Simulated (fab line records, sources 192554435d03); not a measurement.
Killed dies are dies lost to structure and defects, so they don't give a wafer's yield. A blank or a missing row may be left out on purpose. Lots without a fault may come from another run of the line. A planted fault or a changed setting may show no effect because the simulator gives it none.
Which tool did it? | flow n5_finfet | 13 lots, 39 wafers sampled, at 4 steps of a route of 1938

WHAT THE GAUGES READ, wafer by wafer
N5_BEOL_M10_THK_MEAS_01. Usual: M10_ILD_THK 268 nm, standard deviation 3.6.
lot  | measured     | on            | M10_ILD_THK (nm) | flag
L484 | day 11 01:26 | film_metro-01 | 272 266 277      |
L488 | day 11 06:47 | film_metro-01 | 265 265 266      |
L487 | day 11 16:56 | film_metro-01 | 266 268 273      |
L490 | day 12 06:28 | film_metro-01 | 266 276 268      |
L486 | day 12 15:17 | film_metro-01 | 267 271 273      |
L498 | day 14 18:29 | film_metro-01 | 266 261 267      |
L499 | day 14 18:15 | film_metro-02 | 264 271 269      |
L501 | day 15 03:59 | film_metro-02 | 266 270 273      |
L503 | day 15 12:42 | film_metro-02 | 263 262 264      |
L502 | day 15 13:10 | film_metro-02 | 263 272 272      |
L504 | day 15 14:35 | film_metro-02 | 263 267 267      |
L505 | day 15 16:09 | film_metro-01 | 267 268 269      |
L506 | day 15 17:56 | film_metro-02 | 266 261 268      |

N5_BEOL_M10_CD_MEAS_11: target cd 64.1 nm. Usual: cd_nm 64.4 nm, standard deviation 0.47.
lot  | measured     | on        | cd_nm (nm)     | flag
L484 | day 11 04:22 | cd_sem-02 | 63.8 63.8 64.7 |
L488 | day 11 08:44 | cd_sem-02 | 64.6 64.7 64.7 |
L487 | day 11 18:29 | cd_sem-01 | 63.7 64.2 64.1 |
L490 | day 12 08:50 | cd_sem-02 | 63.8 63.2 63.8 |
L486 | day 12 16:12 | cd_sem-01 | 64.4 64.4 64.1 |
L498 | day 14 19:49 | cd_sem-03 | 64.3 64.4 64.9 |
L499 | day 14 19:35 | cd_sem-02 | 64.9 64.9 65.0 |
L501 | day 15 05:00 | cd_sem-03 | 64.7 64.5 64.2 |
L503 | day 15 13:17 | cd_sem-01 | 64.6 64.3 63.4 |
L502 | day 15 15:21 | cd_sem-02 | 64.3 64.2 64.8 |
L504 | day 15 15:47 | cd_sem-02 | 64.3 64.9 64.3 |
L505 | day 15 19:16 | cd_sem-01 | 64.0 63.8 64.1 |
L506 | day 15 19:18 | cd_sem-03 | 64.7 64.7 64.3 |

WHICH TOOL RAN EACH LOT (tool, then ch and the chambers of the sampled wafers, then the start)
lot  | N5_BEOL_M9_DEGAS_44          | N5_BEOL_M10_COAT_59
L484 | pvd_sputter-02, day 10 21:19 | litho_track-05 ch 0, day 11 03:59
L488 | pvd_sputter-03, day 11 04:22 | litho_track-04 ch 0, day 11 08:22
L487 | pvd_sputter-02, day 11 14:19 | litho_track-04 ch 0, day 11 18:14
L490 | pvd_sputter-03, day 12 02:49 | litho_track-04 ch 0, day 12 08:28
L486 | pvd_sputter-01, day 12 12:45 | litho_track-04 ch 0, day 12 15:50
L498 | pvd_sputter-03, day 14 14:49 | litho_track-04 ch 0, day 14 19:26
L499 | pvd_sputter-03, day 14 14:54 | litho_track-05 ch 0, day 14 19:20
L501 | pvd_sputter-03, day 15 01:22 | litho_track-02 ch 0, day 15 04:46
L503 | pvd_sputter-03, day 15 10:28 | litho_track-05 ch 0, day 15 12:55
L502 | pvd_sputter-03, day 15 10:55 | litho_track-04 ch 0, day 15 15:06
L504 | pvd_sputter-03, day 15 11:15 | litho_track-05 ch 0, day 15 15:33
L505 | pvd_sputter-03, day 15 11:37 | litho_track-02 ch 0, day 15 18:53
L506 | pvd_sputter-03, day 15 15:31 | litho_track-04 ch 0, day 15 18:58
- N5_BEOL_M9_DEGAS_44: time 60 s.
- N5_BEOL_M10_COAT_59: time 60 s, resist thk 100 nm.

WHAT THE TOOLS THEMSELVES READ (means of the sampled wafers that have a number; where no wafer has one, the mark that the record gives instead)
N5_BEOL_M9_DEGAS_44. Usual: heater_power_w 313 W, standard deviation 31.
lot  | tool           | heater_power_w (W) | flag
L484 | pvd_sputter-02 | 339                |
L488 | pvd_sputter-03 | 306                |
L487 | pvd_sputter-02 | 321                |
L490 | pvd_sputter-03 | 296                |
L486 | pvd_sputter-01 | 307                |
L498 | pvd_sputter-03 | 299                |
L499 | pvd_sputter-03 | 298                |
L501 | pvd_sputter-03 | 300                |
L503 | pvd_sputter-03 | 293                |
L502 | pvd_sputter-03 | 304                |
L504 | pvd_sputter-03 | 302                |
L505 | pvd_sputter-03 | 305                |
L506 | pvd_sputter-03 | 305                |

N5_BEOL_M10_COAT_59. Usual: spin_speed_rpm 1499.8 rpm, standard deviation 1.1.
lot  | tool           | spin_speed_rpm (rpm) | flag
L484 | litho_track-05 | 1501.0               |
L488 | litho_track-04 | 1501.4               |
L487 | litho_track-04 | 1309.2               | OFF
L490 | litho_track-04 | 1308.9               | OFF
L486 | litho_track-04 | 1308.9               | OFF
L498 | litho_track-04 | 1499.4               |
L499 | litho_track-05 | 1500.8               |
L501 | litho_track-02 | 1500.0               |
L503 | litho_track-05 | 1499.9               |
L502 | litho_track-04 | 1499.6               |
L504 | litho_track-05 | 1500.9               |
L505 | litho_track-02 | 1498.2               |
L506 | litho_track-04 | 1499.8               |

THE ANSWER, worked out from the rows above alone
Rule: a lot is off if the mean of its wafers that have a number lies more than 3 standard deviations from the usual mean. A lot without any number at a reading at which 4 lots or more have one is off too. The other lots that the step has rows for count as sound. The gauges are gone through in route order, then the tools' own readings, and for those a lot's mean is taken as printed above. The first step at which some lot is off is used, and at that step the reading that is off furthest; a lot without a number counts as furthest.
Off: L487, L490, L486, at N5_BEOL_M10_COAT_59 (spin_speed_rpm).
A tool fits if, at that step or a process step before it, it ran every lot that is off, and no sound lot after the first of them. None of those tried fits.

WHAT THE SIMULATOR HAD PUT IN
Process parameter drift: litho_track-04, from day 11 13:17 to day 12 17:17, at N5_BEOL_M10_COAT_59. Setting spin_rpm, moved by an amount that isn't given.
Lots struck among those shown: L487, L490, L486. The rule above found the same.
